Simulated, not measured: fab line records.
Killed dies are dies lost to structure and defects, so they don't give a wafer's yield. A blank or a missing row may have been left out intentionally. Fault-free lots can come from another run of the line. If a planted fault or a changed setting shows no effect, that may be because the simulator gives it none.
fab line records || flow n5-finfet || part 2 of 2: steps 19 to 31 of 31
[record] {"lots": 5, "wafers": 15, "last-day": 18}
route steps=1938 shown SD_EPI_P@305 SD_ACTIVATION@330 ILD0@335
lots untouched by any fault: they come from a run of this same line in which no faults occurred
start-h: the number of hours between the record's first day and the start of the first shown wafer of the lot || wait-h: hours from the lot's prior step to this one || " the same as in the row above || L1.1+2: one row covering several wafers at once || - no value, or no start was given || * or withheld: withheld || < > ~ a bound
route shown NAME@n: names a module that has steps shown in the file, with the first one's number in the route || usual: mean and standard deviation over wafers with no fault || same: alike in all rows || chamber/n: place in a boat || sites: the reading at each site || _std_site: the standard deviation of these || _edge_site: the outer-site mean with the inner-site mean subtracted || radius-mm: for every site, how far away it sits from the centre of the wafer || mask NAME#n: copy n || behind: the last tool/chamber to shape the wafer || hold: what put the lot on hold/how long, in hours/how the hold closed || device: whichever transistor did not switch (one of n, p or np) || end of line: the same wafers' tests at the end of the route || step lacking rows: just its recipe || killed: dies that structure and defects cost at the first sort, which is not the same as the wafer's yield || map: dies across one wafer; x = killed, . = not, _ = none there
set.NAME: the setting the step ran with; set.NAME@STEP: the setting that earlier step ran with || model.NAME: the simulator's own value behind a step, which no gauge read
lots at some steps of the route; a table a step, a row a wafer
services: a tool's chamber out of use, with start hour (start-h, from the record's first day; less than 0 if before it), hours out, and reason
[[steps]]
[step N5_SD_EPI_P_HM_STRIP_48]
[recipe] {"chemistry": "H3PO4", "temp-c": 160, "material": "SiNx", "target": "SiNx", "target-depth-a": 30, "overetch-fraction": 0.3}
{"lot.wafer": "L076.1+2+5", "tool": "wet-bench-06", "chamber": "6,3,2", "start-h": 71.58, "wait-h": 0.0}
{"lot.wafer": "L081.4+5+6", "tool": "wet-bench-06", "chamber": "5,1,4", "start-h": 100.24, "wait-h": 0.0}
{"lot.wafer": "L084.1+3+6", "tool": "wet-bench-03", "chamber": "4,5,6", "start-h": 117.11, "wait-h": 0.0}
{"lot.wafer": "L094.1+2+4", "tool": "wet-bench-05", "chamber": "3,6,1", "start-h": 177.58, "wait-h": 0.0}
{"lot.wafer": "L097.1+3+5", "tool": "wet-bench-06", "chamber": "7,0,2", "start-h": 200.69, "wait-h": 0.0}
[step N5_SD_EPI_P_SRD_49]
[recipe] {"dry": "ipa-marangoni", "time-s": 30, "temp-c": 23, "rinse-liquid": "diw"}
{"lot.wafer": "L076.1+2+5", "tool": "wet-bench-06", "chamber": "6,3,2", "start-h": 71.63, "wait-h": 0.0}
{"lot.wafer": "L081.4+5+6", "tool": "wet-bench-06", "chamber": "5,1,4", "start-h": 100.29, "wait-h": 0.0}
{"lot.wafer": "L084.1+3+6", "tool": "wet-bench-03", "chamber": "4,5,6", "start-h": 117.16, "wait-h": 0.0}
{"lot.wafer": "L094.1+2+4", "tool": "wet-bench-05", "chamber": "3,6,1", "start-h": 177.63, "wait-h": 0.0}
{"lot.wafer": "L097.1+3+5", "tool": "wet-bench-06", "chamber": "7,0,2", "start-h": 200.75, "wait-h": 0.0}
[step N5_SD_EPI_P_PRECLEAN_24]
[recipe] {"chemistry": "O3/DIW", "time-s": 45, "temp-c": 22, "o3-ppm": 10}
{"lot.wafer": "L076.1+2+5", "tool": "wet-bench-06", "chamber": "6,3,2", "start-h": 71.65, "wait-h": 0.0}
{"lot.wafer": "L081.4+5+6", "tool": "wet-bench-06", "chamber": "5,1,4", "start-h": 100.31, "wait-h": 0.0}
{"lot.wafer": "L084.1+3+6", "tool": "wet-bench-03", "chamber": "4,5,6", "start-h": 117.18, "wait-h": 0.0}
{"lot.wafer": "L094.1+2+4", "tool": "wet-bench-05", "chamber": "3,6,1", "start-h": 177.65, "wait-h": 0.0}
{"lot.wafer": "L097.1+3+5", "tool": "wet-bench-06", "chamber": "7,0,2", "start-h": 200.77, "wait-h": 0.0}
[step N5_SD_EPI_P_PRECLEAN_32]
[recipe] {"chemistry": "dHF", "time-s": 10, "dilution": "500:1", "temp-c": 25}
{"lot.wafer": "L076.1+2+5", "tool": "wet-bench-06", "chamber": "6,3,2", "start-h": 71.67, "wait-h": 0.0}
{"lot.wafer": "L081.4+5+6", "tool": "wet-bench-06", "chamber": "5,1,4", "start-h": 100.32, "wait-h": 0.0}
{"lot.wafer": "L084.1+3+6", "tool": "wet-bench-03", "chamber": "4,5,6", "start-h": 117.20, "wait-h": 0.0}
{"lot.wafer": "L094.1+2+4", "tool": "wet-bench-05", "chamber": "3,6,1", "start-h": 177.66, "wait-h": 0.0}
{"lot.wafer": "L097.1+3+5", "tool": "wet-bench-06", "chamber": "7,0,2", "start-h": 200.78, "wait-h": 0.0}
[step N5_SD_EPI_P_PRECLEAN_33]
[recipe] {"chemistry": "SC2", "time-s": 45, "temp-c": 35, "mix": "1:1:50"}
{"lot.wafer": "L076.1+2+5", "tool": "wet-bench-06", "chamber": "6,3,2", "start-h": 71.67, "wait-h": 0.0}
{"lot.wafer": "L081.4+5+6", "tool": "wet-bench-06", "chamber": "5,1,4", "start-h": 100.33, "wait-h": 0.0}
{"lot.wafer": "L084.1+3+6", "tool": "wet-bench-03", "chamber": "4,5,6", "start-h": 117.20, "wait-h": 0.0}
{"lot.wafer": "L094.1+2+4", "tool": "wet-bench-05", "chamber": "3,6,1", "start-h": 177.66, "wait-h": 0.0}
{"lot.wafer": "L097.1+3+5", "tool": "wet-bench-06", "chamber": "7,0,2", "start-h": 200.78, "wait-h": 0.0}
[step N5_SD_EPI_P_SRD_25]
[recipe] {"time-s": 30, "temp-c": 23, "rinse-liquid": "diw", "dry": "ipa-marangoni"}
{"lot.wafer": "L076.1+2+5", "tool": "wet-bench-06", "chamber": "6,3,2", "start-h": 71.68, "wait-h": 0.0}
{"lot.wafer": "L081.4+5+6", "tool": "wet-bench-06", "chamber": "5,1,4", "start-h": 100.34, "wait-h": 0.0}
{"lot.wafer": "L084.1+3+6", "tool": "wet-bench-03", "chamber": "4,5,6", "start-h": 117.21, "wait-h": 0.0}
{"lot.wafer": "L094.1+2+4", "tool": "wet-bench-05", "chamber": "3,6,1", "start-h": 177.68, "wait-h": 0.0}
{"lot.wafer": "L097.1+3+5", "tool": "wet-bench-06", "chamber": "7,0,2", "start-h": 200.80, "wait-h": 0.0}
[step N5_SD_EPI_P_INSPECT_26]
[recipe] {"inspect-instrument": "darkfield", "mode": "post-epi"}
[usual] {"raw-defect-count": "168/37"}
{"lot.wafer": "L076.1", "tool": "defect-inspect-02", "chamber": "-", "start-h": 71.72, "wait-h": 0.0, "raw-defect-count": 162}
{"lot.wafer": "L076.2", "tool": "defect-inspect-02", "chamber": "-", "start-h": 71.72, "wait-h": 0.0, "raw-defect-count": 176}
{"lot.wafer": "L076.5", "tool": "defect-inspect-02", "chamber": "-", "start-h": 71.72, "wait-h": 0.0, "raw-defect-count": 169}
{"lot.wafer": "L081.4", "tool": "defect-inspect-02", "chamber": "-", "start-h": 100.38, "wait-h": 0.0, "raw-defect-count": 139}
{"lot.wafer": "L081.5", "tool": "defect-inspect-02", "chamber": "-", "start-h": 100.38, "wait-h": 0.0, "raw-defect-count": 171}
{"lot.wafer": "L081.6", "tool": "defect-inspect-02", "chamber": "-", "start-h": 100.38, "wait-h": 0.0, "raw-defect-count": 177}
{"lot.wafer": "L084.1", "tool": "defect-inspect-02", "chamber": "-", "start-h": 117.26, "wait-h": 0.0, "raw-defect-count": 104}
{"lot.wafer": "L084.3", "tool": "defect-inspect-02", "chamber": "-", "start-h": 117.26, "wait-h": 0.0, "raw-defect-count": 113}
{"lot.wafer": "L084.6", "tool": "defect-inspect-02", "chamber": "-", "start-h": 117.26, "wait-h": 0.0, "raw-defect-count": 121}
{"lot.wafer": "L094.1", "tool": "defect-inspect-01", "chamber": "-", "start-h": 177.72, "wait-h": 0.0, "raw-defect-count": 194}
{"lot.wafer": "L094.2", "tool": "defect-inspect-01", "chamber": "-", "start-h": 177.72, "wait-h": 0.0, "raw-defect-count": 134}
{"lot.wafer": "L094.4", "tool": "defect-inspect-01", "chamber": "-", "start-h": 177.72, "wait-h": 0.0, "raw-defect-count": 159}
{"lot.wafer": "L097.1", "tool": "defect-inspect-01", "chamber": "-", "start-h": 200.84, "wait-h": 0.0, "raw-defect-count": 234}
{"lot.wafer": "L097.3", "tool": "defect-inspect-01", "chamber": "-", "start-h": 200.84, "wait-h": 0.0, "raw-defect-count": 173}
{"lot.wafer": "L097.5", "tool": "defect-inspect-01", "chamber": "-", "start-h": 200.84, "wait-h": 0.0, "raw-defect-count": 176}
[step N5_SD_ACTIVATION_RTA_00]
[recipe] {"temp-c": 975, "time-s": 0, "ambient": "N2", "idle-temp-c": 600, "ramp-up-c-per-s": 150, "ramp-down-c-per-s": 60, "cool-to-c": 600}
[usual] {"lamp-power-pct": "8.95/0.056", "wafer_temp_C_max": "975.1/1.9"}
{"lot.wafer": "L076.1", "tool": "rtp-anneal-02", "chamber": 0, "start-h": 71.94, "wait-h": 0.2, "lamp-power-pct": 8.93, "wafer_temp_C_max": 976.6}
{"lot.wafer": "L076.2", "tool": "rtp-anneal-02", "chamber": 0, "start-h": 71.94, "wait-h": 0.2, "lamp-power-pct": 8.91, "wafer_temp_C_max": 971.7}
{"lot.wafer": "L076.5", "tool": "rtp-anneal-02", "chamber": 0, "start-h": 71.94, "wait-h": 0.2, "lamp-power-pct": 8.90, "wafer_temp_C_max": 974.3}
{"lot.wafer": "L081.4", "tool": "rtp-anneal-01", "chamber": 0, "start-h": 100.64, "wait-h": 0.3, "lamp-power-pct": 9.00, "wafer_temp_C_max": 973.2}
{"lot.wafer": "L081.5", "tool": "rtp-anneal-01", "chamber": 0, "start-h": 100.64, "wait-h": 0.3, "lamp-power-pct": 8.99, "wafer_temp_C_max": 979.5}
{"lot.wafer": "L081.6", "tool": "rtp-anneal-01", "chamber": 0, "start-h": 100.64, "wait-h": 0.3, "lamp-power-pct": 8.97, "wafer_temp_C_max": 974.8}
{"lot.wafer": "L084.1", "tool": "rtp-anneal-01", "chamber": 0, "start-h": 117.28, "wait-h": 0.0, "lamp-power-pct": 9.04, "wafer_temp_C_max": 976.1}
{"lot.wafer": "L084.3", "tool": "rtp-anneal-01", "chamber": 0, "start-h": 117.28, "wait-h": 0.0, "lamp-power-pct": 8.92, "wafer_temp_C_max": 974.8}
{"lot.wafer": "L084.6", "tool": "rtp-anneal-01", "chamber": 0, "start-h": 117.28, "wait-h": 0.0, "lamp-power-pct": 8.96, "wafer_temp_C_max": 974.6}
{"lot.wafer": "L094.1", "tool": "rtp-anneal-01", "chamber": 0, "start-h": 177.74, "wait-h": 0.0, "lamp-power-pct": 9.01, "wafer_temp_C_max": 974.5}
{"lot.wafer": "L094.2", "tool": "rtp-anneal-01", "chamber": 0, "start-h": 177.74, "wait-h": 0.0, "lamp-power-pct": 8.96, "wafer_temp_C_max": 977.4}
{"lot.wafer": "L094.4", "tool": "rtp-anneal-01", "chamber": 0, "start-h": 177.74, "wait-h": 0.0, "lamp-power-pct": 8.81, "wafer_temp_C_max": 974.5}
{"lot.wafer": "L097.1", "tool": "rtp-anneal-01", "chamber": 0, "start-h": 200.87, "wait-h": 0.0, "lamp-power-pct": 8.96, "wafer_temp_C_max": 973.6}
{"lot.wafer": "L097.3", "tool": "rtp-anneal-01", "chamber": 0, "start-h": 200.87, "wait-h": 0.0, "lamp-power-pct": 8.90, "wafer_temp_C_max": 974.1}
{"lot.wafer": "L097.5", "tool": "rtp-anneal-01", "chamber": 0, "start-h": 200.87, "wait-h": 0.0, "lamp-power-pct": 8.99, "wafer_temp_C_max": 974.8}
[step N5_SD_ACTIVATION_LSA_01]
[recipe] {"temp-c": 1080, "time-s": 0.0008, "ambient": "N2"}
[usual] {"wafer_temp_C_max": "1085.6/0.93"}
{"lot.wafer": "L076.1", "tool": "laser-anneal-02", "chamber": 0, "start-h": 72.14, "wait-h": 0.2, "wafer_temp_C_max": 1085.1}
{"lot.wafer": "L076.2", "tool": "laser-anneal-02", "chamber": 0, "start-h": 72.14, "wait-h": 0.2, "wafer_temp_C_max": 1086.2}
{"lot.wafer": "L076.5", "tool": "laser-anneal-02", "chamber": 0, "start-h": 72.14, "wait-h": 0.2, "wafer_temp_C_max": 1086.2}
{"lot.wafer": "L081.4", "tool": "laser-anneal-02", "chamber": 0, "start-h": 100.86, "wait-h": 0.2, "wafer_temp_C_max": 1084.5}
{"lot.wafer": "L081.5", "tool": "laser-anneal-02", "chamber": 0, "start-h": 100.86, "wait-h": 0.2, "wafer_temp_C_max": 1085.2}
{"lot.wafer": "L081.6", "tool": "laser-anneal-02", "chamber": 0, "start-h": 100.86, "wait-h": 0.2, "wafer_temp_C_max": 1083.9}
{"lot.wafer": "L084.1", "tool": "laser-anneal-01", "chamber": 0, "start-h": 117.48, "wait-h": 0.2, "wafer_temp_C_max": 1085.5}
{"lot.wafer": "L084.3", "tool": "laser-anneal-01", "chamber": 0, "start-h": 117.48, "wait-h": 0.2, "wafer_temp_C_max": 1084.8}
{"lot.wafer": "L084.6", "tool": "laser-anneal-01", "chamber": 0, "start-h": 117.48, "wait-h": 0.2, "wafer_temp_C_max": 1085.8}
{"lot.wafer": "L094.1", "tool": "laser-anneal-01", "chamber": 0, "start-h": 177.95, "wait-h": 0.2, "wafer_temp_C_max": 1085.7}
{"lot.wafer": "L094.2", "tool": "laser-anneal-01", "chamber": 0, "start-h": 177.95, "wait-h": 0.2, "wafer_temp_C_max": 1085.1}
{"lot.wafer": "L094.4", "tool": "laser-anneal-01", "chamber": 0, "start-h": 177.95, "wait-h": 0.2, "wafer_temp_C_max": 1084.5}
{"lot.wafer": "L097.1", "tool": "laser-anneal-02", "chamber": 0, "start-h": 201.07, "wait-h": 0.2, "wafer_temp_C_max": 1086.8}
{"lot.wafer": "L097.3", "tool": "laser-anneal-02", "chamber": 0, "start-h": 201.07, "wait-h": 0.2, "wafer_temp_C_max": 1086.8}
{"lot.wafer": "L097.5", "tool": "laser-anneal-02", "chamber": 0, "start-h": 201.07, "wait-h": 0.2, "wafer_temp_C_max": 1085.8}
[step N5_SD_ACTIVATION_RS_MEAS_03]
[recipe] {"thk-meas-gauge": "four-point-probe"}
[usual] {"RS_SD_N": "22.0/0.31", "RS_SD_P": "56.1/0.94"}
{"lot.wafer": "L076.1", "tool": "film-metro-02", "chamber": "-", "start-h": 72.35, "wait-h": 0.2, "RS_SD_N[ohm/sq]": 21.7, "RS_SD_P[ohm/sq]": 56.9}
{"lot.wafer": "L076.2", "tool": "film-metro-02", "chamber": "-", "start-h": 72.35, "wait-h": 0.2, "RS_SD_N[ohm/sq]": 21.7, "RS_SD_P[ohm/sq]": 56.3}
{"lot.wafer": "L076.5", "tool": "film-metro-02", "chamber": "-", "start-h": 72.35, "wait-h": 0.2, "RS_SD_N[ohm/sq]": 21.9, "RS_SD_P[ohm/sq]": 56.7}
{"lot.wafer": "L081.4", "tool": "film-metro-01", "chamber": "-", "start-h": 101.03, "wait-h": 0.1, "RS_SD_N[ohm/sq]": 21.7, "RS_SD_P[ohm/sq]": 56.0}
{"lot.wafer": "L081.5", "tool": "film-metro-01", "chamber": "-", "start-h": 101.03, "wait-h": 0.1, "RS_SD_N[ohm/sq]": 21.6, "RS_SD_P[ohm/sq]": 57.7}
{"lot.wafer": "L081.6", "tool": "film-metro-01", "chamber": "-", "start-h": 101.03, "wait-h": 0.1, "RS_SD_N[ohm/sq]": 21.6, "RS_SD_P[ohm/sq]": 57.2}
{"lot.wafer": "L084.1", "tool": "film-metro-02", "chamber": "-", "start-h": 117.69, "wait-h": 0.2, "RS_SD_N[ohm/sq]": 21.4, "RS_SD_P[ohm/sq]": 54.8}
{"lot.wafer": "L084.3", "tool": "film-metro-02", "chamber": "-", "start-h": 117.69, "wait-h": 0.2, "RS_SD_N[ohm/sq]": 21.8, "RS_SD_P[ohm/sq]": 54.6}
{"lot.wafer": "L084.6", "tool": "film-metro-02", "chamber": "-", "start-h": 117.69, "wait-h": 0.2, "RS_SD_N[ohm/sq]": 21.7, "RS_SD_P[ohm/sq]": 55.0}
{"lot.wafer": "L094.1", "tool": "film-metro-01", "chamber": "-", "start-h": 178.15, "wait-h": 0.2, "RS_SD_N[ohm/sq]": 22.1, "RS_SD_P[ohm/sq]": 57.3}
{"lot.wafer": "L094.2", "tool": "film-metro-01", "chamber": "-", "start-h": 178.15, "wait-h": 0.2, "RS_SD_N[ohm/sq]": 22.3, "RS_SD_P[ohm/sq]": 56.4}
{"lot.wafer": "L094.4", "tool": "film-metro-01", "chamber": "-", "start-h": 178.15, "wait-h": 0.2, "RS_SD_N[ohm/sq]": 22.6, "RS_SD_P[ohm/sq]": 56.8}
{"lot.wafer": "L097.1", "tool": "film-metro-02", "chamber": "-", "start-h": 201.27, "wait-h": 0.2, "RS_SD_N[ohm/sq]": 22.1, "RS_SD_P[ohm/sq]": 54.9}
{"lot.wafer": "L097.3", "tool": "film-metro-02", "chamber": "-", "start-h": 201.27, "wait-h": 0.2, "RS_SD_N[ohm/sq]": 22.1, "RS_SD_P[ohm/sq]": 55.4}
{"lot.wafer": "L097.5", "tool": "film-metro-02", "chamber": "-", "start-h": 201.27, "wait-h": 0.2, "RS_SD_N[ohm/sq]": 22.3, "RS_SD_P[ohm/sq]": 55.9}
[step N5_SD_ACTIVATION_INSPECT_02]
[recipe] {"inspect-instrument": "darkfield", "mode": "post-anneal"}
[usual] {"raw-defect-count": "169/37"}
{"lot.wafer": "L076.1", "tool": "defect-inspect-02", "chamber": "-", "start-h": 72.67, "wait-h": 0.2, "raw-defect-count": 173}
{"lot.wafer": "L076.2", "tool": "defect-inspect-02", "chamber": "-", "start-h": 72.67, "wait-h": 0.2, "raw-defect-count": 161}
{"lot.wafer": "L076.5", "tool": "defect-inspect-02", "chamber": "-", "start-h": 72.67, "wait-h": 0.2, "raw-defect-count": 166}
{"lot.wafer": "L081.4", "tool": "defect-inspect-02", "chamber": "-", "start-h": 101.30, "wait-h": 0.1, "raw-defect-count": 142}
{"lot.wafer": "L081.5", "tool": "defect-inspect-02", "chamber": "-", "start-h": 101.30, "wait-h": 0.1, "raw-defect-count": 174}
{"lot.wafer": "L081.6", "tool": "defect-inspect-02", "chamber": "-", "start-h": 101.30, "wait-h": 0.1, "raw-defect-count": 167}
{"lot.wafer": "L084.1", "tool": "defect-inspect-02", "chamber": "-", "start-h": 118.01, "wait-h": 0.2, "raw-defect-count": 107}
{"lot.wafer": "L084.3", "tool": "defect-inspect-02", "chamber": "-", "start-h": 118.01, "wait-h": 0.2, "raw-defect-count": 117}
{"lot.wafer": "L084.6", "tool": "defect-inspect-02", "chamber": "-", "start-h": 118.01, "wait-h": 0.2, "raw-defect-count": 123}
{"lot.wafer": "L094.1", "tool": "defect-inspect-01", "chamber": "-", "start-h": 178.47, "wait-h": 0.2, "raw-defect-count": 200}
{"lot.wafer": "L094.2", "tool": "defect-inspect-01", "chamber": "-", "start-h": 178.47, "wait-h": 0.2, "raw-defect-count": 142}
{"lot.wafer": "L094.4", "tool": "defect-inspect-01", "chamber": "-", "start-h": 178.47, "wait-h": 0.2, "raw-defect-count": 141}
{"lot.wafer": "L097.1", "tool": "defect-inspect-01", "chamber": "-", "start-h": 201.59, "wait-h": 0.2, "raw-defect-count": 224}
{"lot.wafer": "L097.3", "tool": "defect-inspect-01", "chamber": "-", "start-h": 201.59, "wait-h": 0.2, "raw-defect-count": 177}
{"lot.wafer": "L097.5", "tool": "defect-inspect-01", "chamber": "-", "start-h": 201.59, "wait-h": 0.2, "raw-defect-count": 173}
[step N5_ILD0_LINER_00]
[recipe] {"material": "SiNx", "target-thk-a": 40, "temp-c": 400, "ald-precursor-family": "SiH2I2", "ald-co-reactant": "N2/H2-plasma", "pulse-time-s": 1, "purge-time-s": 2, "co-reactant-purge-time-s": 2, "ald-cycles": 80, "pressure-torr": 2}
[usual] {"heater-power-w": "810/96", "precursor-pulse-height-rel": "0.999/0.02"}
{"lot.wafer": "L076.1", "tool": "ald-sin-03", "chamber": 0, "start-h": 72.72, "wait-h": 0.0, "heater-power-w": 815, "precursor-pulse-height-rel": 0.986}
{"lot.wafer": "L076.2", "tool": "ald-sin-03", "chamber": 2, "start-h": 72.72, "wait-h": 0.0, "heater-power-w": 740, "precursor-pulse-height-rel": 0.993}
{"lot.wafer": "L076.5", "tool": "ald-sin-03", "chamber": 1, "start-h": 72.72, "wait-h": 0.0, "heater-power-w": 714, "precursor-pulse-height-rel": 0.999}
{"lot.wafer": "L081.4", "tool": "ald-sin-04", "chamber": 0, "start-h": 101.62, "wait-h": 0.3, "heater-power-w": 832, "precursor-pulse-height-rel": 0.976}
{"lot.wafer": "L081.5", "tool": "ald-sin-04", "chamber": 1, "start-h": 101.62, "wait-h": 0.3, "heater-power-w": 836, "precursor-pulse-height-rel": 0.991}
{"lot.wafer": "L081.6", "tool": "ald-sin-04", "chamber": 0, "start-h": 101.62, "wait-h": 0.3, "heater-power-w": 822, "precursor-pulse-height-rel": 1.011}
{"lot.wafer": "L084.1", "tool": "ald-sin-04", "chamber": 2, "start-h": 118.59, "wait-h": 0.6, "heater-power-w": 923, "precursor-pulse-height-rel": 1.021}
{"lot.wafer": "L084.3", "tool": "ald-sin-04", "chamber": 1, "start-h": 118.59, "wait-h": 0.6, "heater-power-w": 849, "precursor-pulse-height-rel": 1.013}
{"lot.wafer": "L084.6", "tool": "ald-sin-04", "chamber": 2, "start-h": 118.59, "wait-h": 0.6, "heater-power-w": 921, "precursor-pulse-height-rel": 0.999}
{"lot.wafer": "L094.1", "tool": "ald-sin-02", "chamber": 2, "start-h": 178.51, "wait-h": 0.0, "heater-power-w": 782, "precursor-pulse-height-rel": 1.002}
{"lot.wafer": "L094.2", "tool": "ald-sin-02", "chamber": 3, "start-h": 178.51, "wait-h": 0.0, "heater-power-w": 766, "precursor-pulse-height-rel": 1.028}
{"lot.wafer": "L094.4", "tool": "ald-sin-02", "chamber": 0, "start-h": 178.51, "wait-h": 0.0, "heater-power-w": 1034, "precursor-pulse-height-rel": 1.007}
{"lot.wafer": "L097.1", "tool": "ald-sin-04", "chamber": 3, "start-h": 201.63, "wait-h": 0.0, "heater-power-w": 827, "precursor-pulse-height-rel": 1.005}
{"lot.wafer": "L097.3", "tool": "ald-sin-04", "chamber": 0, "start-h": 201.63, "wait-h": 0.0, "heater-power-w": 842, "precursor-pulse-height-rel": 0.998}
{"lot.wafer": "L097.5", "tool": "ald-sin-04", "chamber": 3, "start-h": 201.63, "wait-h": 0.0, "heater-power-w": 828, "precursor-pulse-height-rel": 0.964}
[step N5_ILD0_FCVD_FILL_01]
[recipe] {"material": "SiO2_flowable", "target-thk-a": 2000, "temp-c": 100, "pressure-torr": 0.8, "rf-w": 2000, "time-s": 328.3}
[usual] {"rf-fwd-power-W": "1996/6.6"}
{"lot.wafer": "L076.1", "tool": "fcvd-02", "chamber": 0, "start-h": 73.13, "wait-h": 0.2, "rf-fwd-power-W": 1994}
{"lot.wafer": "L076.2", "tool": "fcvd-02", "chamber": 1, "start-h": 73.13, "wait-h": 0.2, "rf-fwd-power-W": 1989}
{"lot.wafer": "L076.5", "tool": "fcvd-02", "chamber": 0, "start-h": 73.13, "wait-h": 0.2, "rf-fwd-power-W": 1995}
{"lot.wafer": "L081.4", "tool": "fcvd-02", "chamber": 0, "start-h": 102.15, "wait-h": 0.3, "rf-fwd-power-W": 1998}
{"lot.wafer": "L081.5", "tool": "fcvd-02", "chamber": 0, "start-h": 102.15, "wait-h": 0.3, "rf-fwd-power-W": 1994}
{"lot.wafer": "L081.6", "tool": "fcvd-02", "chamber": 1, "start-h": 102.15, "wait-h": 0.3, "rf-fwd-power-W": 2000}
{"lot.wafer": "L084.1", "tool": "fcvd-02", "chamber": 1, "start-h": 119.00, "wait-h": 0.2, "rf-fwd-power-W": 1992}
{"lot.wafer": "L084.3", "tool": "fcvd-02", "chamber": 1, "start-h": 119.00, "wait-h": 0.2, "rf-fwd-power-W": 1995}
{"lot.wafer": "L084.6", "tool": "fcvd-02", "chamber": 1, "start-h": 119.00, "wait-h": 0.2, "rf-fwd-power-W": 1999}
{"lot.wafer": "L094.1", "tool": "fcvd-01", "chamber": 1, "start-h": 178.92, "wait-h": 0.2, "rf-fwd-power-W": 1994}
{"lot.wafer": "L094.2", "tool": "fcvd-01", "chamber": 0, "start-h": 178.92, "wait-h": 0.2, "rf-fwd-power-W": 1991}
{"lot.wafer": "L094.4", "tool": "fcvd-01", "chamber": 0, "start-h": 178.92, "wait-h": 0.2, "rf-fwd-power-W": 1995}
{"lot.wafer": "L097.1", "tool": "fcvd-01", "chamber": 0, "start-h": 202.04, "wait-h": 0.2, "rf-fwd-power-W": 2009}
{"lot.wafer": "L097.3", "tool": "fcvd-01", "chamber": 0, "start-h": 202.04, "wait-h": 0.2, "rf-fwd-power-W": 2006}
{"lot.wafer": "L097.5", "tool": "fcvd-01", "chamber": 0, "start-h": 202.04, "wait-h": 0.2, "rf-fwd-power-W": 2003}
[[services]]
{"tool": "epi-rpcvd-03", "chamber": "-", "start-h": 50.67, "hours": 6.0, "kind": "pm"}
{"tool": "rie-si-01", "chamber": 1, "start-h": 53.10, "hours": 27.1, "kind": "repair"}
{"tool": "epi-rpcvd-04", "chamber": "-", "start-h": 58.52, "hours": 14.6, "kind": "pm"}
{"tool": "rie-si-06", "chamber": 1, "start-h": 61.45, "hours": 3.2, "kind": "repair"}
{"tool": "ald-sin-02", "chamber": 2, "start-h": 61.74, "hours": 3.8, "kind": "repair"}
{"tool": "fcvd-01", "chamber": 0, "start-h": 63.07, "hours": 5.9, "kind": "repair"}
{"tool": "laser-anneal-01", "chamber": "-", "start-h": 67.49, "hours": 8.9, "kind": "pm"}
{"tool": "laser-anneal-01", "chamber": "-", "start-h": 82.11, "hours": 0.4, "kind": "repair"}
{"tool": "plasma-asher-02", "chamber": "-", "start-h": 87.00, "hours": 14.6, "kind": "pm"}
{"tool": "fcvd-01", "chamber": "-", "start-h": 99.94, "hours": 1.5, "kind": "repair"}
{"tool": "plasma-asher-01", "chamber": "-", "start-h": 101.65, "hours": 2.8, "kind": "pm"}
{"tool": "plasma-asher-02", "chamber": "-", "start-h": 104.40, "hours": 11.2, "kind": "pm"}
{"tool": "ald-sin-04", "chamber": 1, "start-h": 109.04, "hours": 5.4, "kind": "repair"}
{"tool": "wet-bench-06", "chamber": "-", "start-h": 119.02, "hours": 10.2, "kind": "repair"}
{"tool": "rie-diel-05", "chamber": "-", "start-h": 119.41, "hours": 0.5, "kind": "repair"}
{"tool": "rie-si-01", "chamber": 1, "start-h": 127.33, "hours": 14.0, "kind": "repair"}
{"tool": "rie-diel-05", "chamber": 1, "start-h": 148.74, "hours": 7.9, "kind": "repair"}
{"tool": "fcvd-01", "chamber": 0, "start-h": 160.50, "hours": 9.9, "kind": "repair"}
{"tool": "rie-diel-01", "chamber": 3, "start-h": 161.06, "hours": 3.2, "kind": "repair"}
{"tool": "laser-anneal-02", "chamber": "-", "start-h": 167.38, "hours": 14.6, "kind": "pm"}
{"tool": "fcvd-02", "chamber": "-", "start-h": 171.80, "hours": 14.6, "kind": "pm"}
{"tool": "laser-anneal-02", "chamber": "-", "start-h": 181.99, "hours": 2.4, "kind": "pm"}
{"tool": "wet-bench-05", "chamber": "-", "start-h": 201.19, "hours": 3.4, "kind": "repair"}
{"tool": "rie-si-01", "chamber": 0, "start-h": 201.27, "hours": 4.2, "kind": "repair"}
